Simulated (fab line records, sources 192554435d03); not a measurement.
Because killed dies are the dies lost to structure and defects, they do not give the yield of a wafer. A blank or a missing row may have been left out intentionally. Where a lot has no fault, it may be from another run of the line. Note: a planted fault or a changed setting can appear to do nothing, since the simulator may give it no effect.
Split-lot trial | flow n5-finfet | route with 1938 steps; 7 lots, 21 wafers read

## SPLIT DETAILS
At N5_BEOL_M6_EXPOSE_08 (exposes mask M6), the setting dose-mj was moved away from the recipe's 68.25 on 8 of the 21 wafers read, by -7.3% to +5.5%. All remaining wafers had this setting at the recipe value.

## FROM THE SPLIT TO THE READING: what the file shows between them, 5 steps
- N5_BEOL_M6_PEB_09: peb time 60 s
- N5_BEOL_M6_DEVELOP_10: develop time 30 s
- N5_BEOL_M6_CD_MEAS_11: target cd 38.5 nm
- N5_BEOL_M6_HM_OPEN_17: chemistry Cl2/BCl3, target TiN, target depth 20 nm, overetch 6 nm
- N5_BEOL_M6_STRIP_19: strips in O2

## THE READING
cd-nm, in nm, at N5_BEOL_M6_CD_MEAS_18 (pitch 80 nm, target cd 40 nm). A value of 39.9 nm with a standard deviation of 0.78 nm is what fault-free wafers of this fab line usually give.

wafer  | tool, chamber at the split | dose-mj as run | against the recipe | cd-nm, nm | against lot-mates on the recipe
L075.1 | arfi-scanner-01, 0         | 64.57          | -5.4%              | 36.1      | -4.2
L075.2 | arfi-scanner-01, 0         | 64.57          | -5.4%              | 37.1      | -3.2
L075.3 | arfi-scanner-01, 0         | 68.25          | recipe             | 40.3      | -
L079.1 | arfi-scanner-01, 0         | 68.25          | recipe             | 42.1      | -
L079.2 | arfi-scanner-01, 0         | 68.25          | recipe             | 40.6      | -
L079.5 | arfi-scanner-01, 0         | 68.25          | recipe             | 39.3      | -
L081.3 | arfi-scanner-03, 0         | 68.25          | recipe             | 41.2      | -
L081.5 | arfi-scanner-03, 0         | 68.25          | recipe             | 40.4      | -
L081.6 | arfi-scanner-03, 0         | 64.06          | -6.1%              | 37.8      | -3.0
L086.2 | arfi-scanner-02, 0         | 68.25          | recipe             | 39.6      | -
L086.4 | arfi-scanner-02, 0         | 71.97          | +5.5%              | 43.1      | +3.5
L086.6 | arfi-scanner-02, 0         | 71.97          | +5.5%              | 42.6      | +3.0
L091.3 | arfi-scanner-03, 0         | 68.25          | recipe             | 40.7      | -
L091.4 | arfi-scanner-03, 0         | 66.66          | -2.3%              | 39.2      | -1.5
L091.6 | arfi-scanner-03, 0         | 66.66          | -2.3%              | 39.4      | -1.3
L090.4 | arfi-scanner-01, 0         | 68.25          | recipe             | 39.2      | -
L090.5 | arfi-scanner-01, 0         | 63.25          | -7.3%              | 36.1      | -3.1
L090.6 | arfi-scanner-01, 0         | 68.25          | recipe             | 39.3      | -
L097.1 | arfi-scanner-02, 0         | 68.25          | recipe             | 39.6      | -
L097.2 | arfi-scanner-02, 0         | 68.25          | recipe             | 40.0      | -
L097.4 | arfi-scanner-02, 0         | 68.25          | recipe             | 39.8      | -

THE FIT
A straight line over all 21 wafers: cd-nm changes by +0.526 nm for each +1% of dose-mj; r = +0.91; the points scatter about the line by 0.77 nm.
The same after taking each lot's own level away (the mean of its wafers on the recipe; 21 wafers): +0.562 nm for each +1%; r = +0.95; scatter 0.61 nm.
That fit puts the effect of the largest move of dose-mj on the reading at 4.1 nm.
Measured against the standard deviation above, the lots' own levels, which go from 39.25 to 40.80 nm, span 2.0 times it.
Hence the lot-to-lot level has little effect on the slope; both slopes agree.
Check: for one of the wafers moved furthest among these (-7.3%), held out of the fit, the line's prediction against its lot-mates is -4.43 nm. Against them it came out at -3.15 nm.

## OTHER SPLITS APPLIED TO THESE WAFERS
These wafers also went through other splits before the reading. Each is held against what the fit with the lots' levels taken away leaves over:
other split on the same wafers  | wafers away from the commonest value | r with cd-nm (lot level and that fit taken away)
N5_BEOL_M3_ETCH_64 time-s       | 12                                   | -0.07
N5_BEOL_M3_COAT_76 spin-rpm     | 6                                    | -0.07
N5_BEOL_M4_EXPOSE_08 dose-mj    | 7                                    | -0.05
N5_BEOL_M4_ETCH_64 bias-w       | 7                                    | +0.09
N5_BEOL_M4_EXPOSE_25 dose-mj    | 8                                    | +0.10
N5_BEOL_M5_EXPOSE_25 dose-mj    | 7                                    | +0.01
N5_BEOL_M5_VIA_ETCH_34 source-w | 6                                    | -0.20

## THE WHOLE CHAIN: every reading that the file lists as answering this split, in the file's order
step                  | what it does                 | reading | change (the file's fit)               | r (the file's)
N5_BEOL_M6_CD_MEAS_11 | target cd 38.5 nm            | cd-nm   | +0.55 nm for each +1% of the setting  | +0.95
N5_BEOL_M6_CD_MEAS_18 | pitch 80 nm, target cd 40 nm | cd-nm   | +0.532 nm for each +1% of the setting | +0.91

## THE FILE'S OWN FIT
cd-nm changes by +0.532 nm for each +1% of dose-mj, r = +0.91.
